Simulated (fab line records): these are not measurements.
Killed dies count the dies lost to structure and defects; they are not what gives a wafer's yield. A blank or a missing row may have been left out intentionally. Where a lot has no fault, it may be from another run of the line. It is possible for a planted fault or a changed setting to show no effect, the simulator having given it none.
Which tool was responsible? | flow n5 finfet | 9 lots, 27 wafers sampled, at 6 steps of a route of 1938

WHAT THE GAUGES SHOWED, per wafer
N5_HKMG_FIN_CD_MEAS_12: target cd 92.8 nm.
lot  | measured    | on        | cd nm (nm)
L546 | day 5 02:46 | cd sem-01 | 93.9 93.9 93.8
L547 | day 5 10:43 | cd sem-02 | 93.1 93.2 93.2
L549 | day 5 23:02 | cd sem-02 | 92.8 92.1 93.2
L551 | day 6 07:52 | cd sem-01 | 92.6 92.2 93.4
L554 | day 7 01:26 | cd sem-02 | 92.2 91.9 91.6
L560 | day 8 13:39 | cd sem-03 | 89.7 89.4 89.5
L562 | day 9 02:21 | cd sem-03 | 89.2 89.7 90.7
L563 | day 9 07:18 | cd sem-02 | 89.6 88.6 89.6
L565 | day 9 23:16 | cd sem-02 | 92.9 93.3 92.8

N5_BEOL_M4_RC_MEAS_101.
lot  | measured     | on        | DIBL_N (mV/V)  | DIBL_P (mV/V)  | IOFF_N (nA/um)    | IOFF_P (nA/um) | ION_N (uA/um) | ION_P (uA/um) | SS_N (mV/dec)  | SS_P (mV/dec)  | VT_N (mV)         | VT_P (mV)
L546 | day 8 09:25  | prober-01 | 37.4 35.8 36.6 | 38.2 36.6 37.7 | 0.182 0.152 0.165 | 0.22 0.19 0.20 | 675 682 667   | 460 459 455   | 72.1 71.3 71.5 | 73.6 73.2 73.8 | 249.3 250.6 246.8 | -251 -253 -253
L547 | day 9 13:22  | prober-02 | 33.9 34.0 33.9 | 33.6 33.7 33.1 | 0.131 0.127 0.124 | 0.21 0.20 0.20 | 672 672 668   | 476 470 465   | 71.3 71.7 71.7 | 72.9 72.5 72.6 | 252.0 253.0 250.6 | -247 -248 -248
L549 | day 10 07:44 | prober-02 | 36.9 35.0 33.3 | 35.8 32.7 30.2 | 0.173 0.126 0.109 | 0.23 0.18 0.15 | 685 672 667   | 470 463 459   | 71.2 71.3 70.4 | 73.4 73.2 71.5 | 246.9 252.6 251.0 | -246 -253 -253
L551 | day 11 06:26 | prober-01 | 37.1 35.9 34.3 | 36.8 35.9 34.1 | 0.153 0.133 0.112 | 0.19 0.18 0.16 | 664 659 663   | 449 456 458   | 71.8 71.8 71.4 | 73.2 73.1 72.6 | 253.2 252.5 255.3 | -255 -252 -252
L554 | day 11 12:22 | prober-02 | 36.7 34.8 37.6 | 36.6 34.5 37.8 | 0.148 0.118 0.172 | 0.18 0.16 0.20 | 672 642 685   | 453 444 465   | 72.1 71.1 71.5 | 73.4 72.6 74.0 | 252.0 254.9 248.0 | -254 -255 -252
L560 | day 12 23:16 | prober-01 | 35.4 38.2 38.8 | 35.9 39.0 39.3 | 0.148 0.212 0.219 | 0.21 0.28 0.29 | 682 695 686   | 465 480 467   | 70.6 71.5 71.9 | 73.6 73.9 73.8 | 249.6 244.6 246.8 | -249 -244 -241
L562 | day 13 10:49 | prober-02 | 37.2 37.7 37.4 | 35.3 34.9 35.7 | 0.141 0.142 0.142 | 0.22 0.21 0.22 | 680 670 664   | 470 466 467   | 71.4 72.1 72.1 | 73.5 73.7 73.2 | 252.1 253.4 253.2 | -248 -249 -247
L563 | day 13 09:31 | prober-02 | 36.4 37.1 34.9 | 36.2 37.2 35.0 | 0.147 0.164 0.129 | 0.24 0.26 0.23 | 668 676 668   | 468 473 471   | 71.5 72.2 71.3 | 73.6 72.9 73.0 | 252.1 247.9 251.7 | -247 -245 -245
L565 | day 14 10:36 | prober-02 | 36.9 37.7 37.4 | 35.3 36.1 35.3 | 0.148 0.170 0.148 | 0.20 0.21 0.19 | 680 679 672   | 458 459 461   | 70.7 72.0 71.9 | 72.9 73.4 72.2 | 251.6 249.5 249.1 | -250 -251 -251

WHAT TOOL EACH LOT RAN ON (gives the tool, then ch and the chambers of the sampled wafers, and finally the start)
lot  | N5_HKMG_FIN_ALD_79                 | N5_HKMG_FIN_CVD_62                      | N5_HKMG_FIN_PEB_10               | N5_HKMG_FIN_STRIP_34
L546 | ald metal-02 ch 0,1,2, day 5 00:38 | thermal cvd si-01 ch 0,1,2, day 5 01:01 | litho track-04 ch 0, day 5 02:42 | rie diel-02 ch 1,3, day 5 03:08
L547 | ald metal-02 ch 1,2,3, day 5 08:48 | thermal cvd si-02 ch 0,1,2, day 5 09:10 | litho track-04 ch 0, day 5 10:38 | rie diel-06 ch 1,2, day 5 11:05
L549 | ald metal-04 ch 0,2,3, day 5 21:14 | thermal cvd si-02 ch 0,2, day 5 21:35   | litho track-01 ch 0, day 5 22:58 | rie diel-02 ch 0,2,3, day 5 23:24
L551 | ald metal-02 ch 1,2, day 6 05:56   | thermal cvd si-02 ch 0,2, day 6 06:18   | litho track-01 ch 0, day 6 07:48 | rie diel-06 ch 0,1, day 6 08:14
L554 | ald metal-04 ch 0,2,3, day 6 23:47 | thermal cvd si-01 ch 0,1,2, day 7 00:02 | litho track-01 ch 0, day 7 01:22 | rie diel-02 ch 2,3, day 7 01:49
L560 | ald metal-03 ch 1,2,3, day 8 11:36 | thermal cvd si-01 ch 0,1,2, day 8 12:01 | litho track-01 ch 0, day 8 13:35 | rie diel-06 ch 1,2,3, day 8 14:01
L562 | ald metal-02 ch 0,2,3, day 9 00:31 | thermal cvd si-01 ch 1,2, day 9 00:52   | litho track-01 ch 0, day 9 02:17 | rie diel-06 ch 0,3, day 9 02:43
L563 | ald metal-02 ch 1,2, day 9 05:23   | thermal cvd si-02 ch 0,2, day 9 05:44   | litho track-01 ch 0, day 9 07:14 | rie diel-02 ch 1,3, day 9 07:40
L565 | ald metal-04 ch 0,2, day 9 21:22   | thermal cvd si-02 ch 0,1,2, day 9 21:43 | litho track-05 ch 0, day 9 23:12 | rie diel-06 ch 1,2,3, day 9 23:38
- N5_HKMG_FIN_ALD_79: deposits TiN, target thk 1.5 nm, pulse time 1 s, purge time 3 s.
- N5_HKMG_FIN_CVD_62: deposits a-Si from Si2H6, target thk 3 nm, time 20.8 s.
- N5_HKMG_FIN_PEB_10: peb time 60 s.
- N5_HKMG_FIN_STRIP_34: strips in CF4.

WHAT THE TOOLS THEMSELVES READ (means of the sampled wafers that have a number; where no wafer has one, the mark that the record gives instead)
N5_HKMG_FIN_ALD_79.
lot  | tool         | heater power w (W) | precursor pulse height rel
L546 | ald metal-02 | 886                | 1.007
L547 | ald metal-02 | 839                | 1.002
L549 | ald metal-04 | 922                | 1.026
L551 | ald metal-02 | 849                | 0.997
L554 | ald metal-04 | 914                | 0.993
L560 | ald metal-03 | 1003               | 0.978
L562 | ald metal-02 | 849                | 1.015
L563 | ald metal-02 | 847                | 1.001
L565 | ald metal-04 | 966                | 0.990

N5_HKMG_FIN_CVD_62.
lot  | tool              | heater power w (W)
L546 | thermal cvd si-01 | 1479
L547 | thermal cvd si-02 | 1244
L549 | thermal cvd si-02 | 1188
L551 | thermal cvd si-02 | 1126
L554 | thermal cvd si-01 | 1485
L560 | thermal cvd si-01 | 1489
L562 | thermal cvd si-01 | 1503
L563 | thermal cvd si-02 | 1185
L565 | thermal cvd si-02 | 1247

N5_HKMG_FIN_STRIP_34.
lot  | tool        | chamber pressure mTorr (mTorr) | drypump motor current A (A) | oes product au (a.u.) | power w (W) | rf vpp V (V) | showerhead plenum p Torr (Torr) | throttle valve pct (%)
L546 | rie diel-02 | 50.07                          | 5.6                         | 0.78                  | 299.5       | 271.7        | 1.83                            | 13.53
L547 | rie diel-06 | 49.97                          | 6.2                         | 0.70                  | 299.9       | 269.6        | 1.73                            | 13.94
L549 | rie diel-02 | 49.98                          | 5.7                         | 0.75                  | 299.0       | 270.7        | 1.81                            | 13.64
L551 | rie diel-06 | 49.96                          | 5.8                         | 0.80                  | 299.4       | 272.1        | 1.83                            | 13.67
L554 | rie diel-02 | 50.00                          | 5.6                         | 0.73                  | 299.1       | 270.4        | 1.78                            | 13.57
L560 | rie diel-06 | 50.03                          | 6.2                         | 0.84                  | 300.2       | 271.9        | 1.81                            | 13.55
L562 | rie diel-06 | 50.02                          | 5.8                         | 0.84                  | 300.8       | 272.6        | 1.85                            | 13.46
L563 | rie diel-02 | 50.05                          | 5.5                         | 0.77                  | 298.9       | 272.6        | 1.85                            | 13.72
L565 | rie diel-06 | 49.99                          | 6.2                         | 0.82                  | 300.6       | 272.1        | 1.81                            | 13.58

THE ANSWER, worked out from the rows above alone
Rule: the lots themselves supply what counts as usual. Put in order of their means at a reading, lots are off if they are a third of the lots or fewer, leave a main group of 4 or more, and stand apart from it by a gap of 3 or more times the standard deviation of the main group's means; of several such gaps the widest counts. A main group whose means are all the same, to the digits that the tables above print for the reading, isn't used. Also off: a lot with no number at a reading for which 4 or more lots have one. The other lots that the step has rows for count as sound. After the gauges, taken in route order, come the tools' own readings; for these a lot's mean is taken, as printed above. The first step at which some lot is off is used, and at that step the reading that is off furthest; a lot without a number counts as furthest.
Off, at N5_HKMG_FIN_CD_MEAS_12 on cd nm: L560, L562, L563. The main group has a mean of 92.9 nm with a standard deviation of 0.59.
A tool fits if, at a process step before that reading, it ran every lot that is off, and no sound lot after the first of them. Those tools and the gauges at N5_HKMG_FIN_CD_MEAS_12 are tried in the same way. One fits: litho track-01 at N5_HKMG_FIN_PEB_10. Its last sound lot is L554 (day 7 01:22), its first lot that is off L560 (day 8 13:35): a fault that began between those two fits.

WHAT THE SIMULATOR HAD INSERTED
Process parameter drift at N5_HKMG_FIN_PEB_10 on litho track-01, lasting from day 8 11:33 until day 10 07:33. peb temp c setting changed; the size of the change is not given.
Struck lots among those shown: L560, L562, L563. Same finding as the rule above.
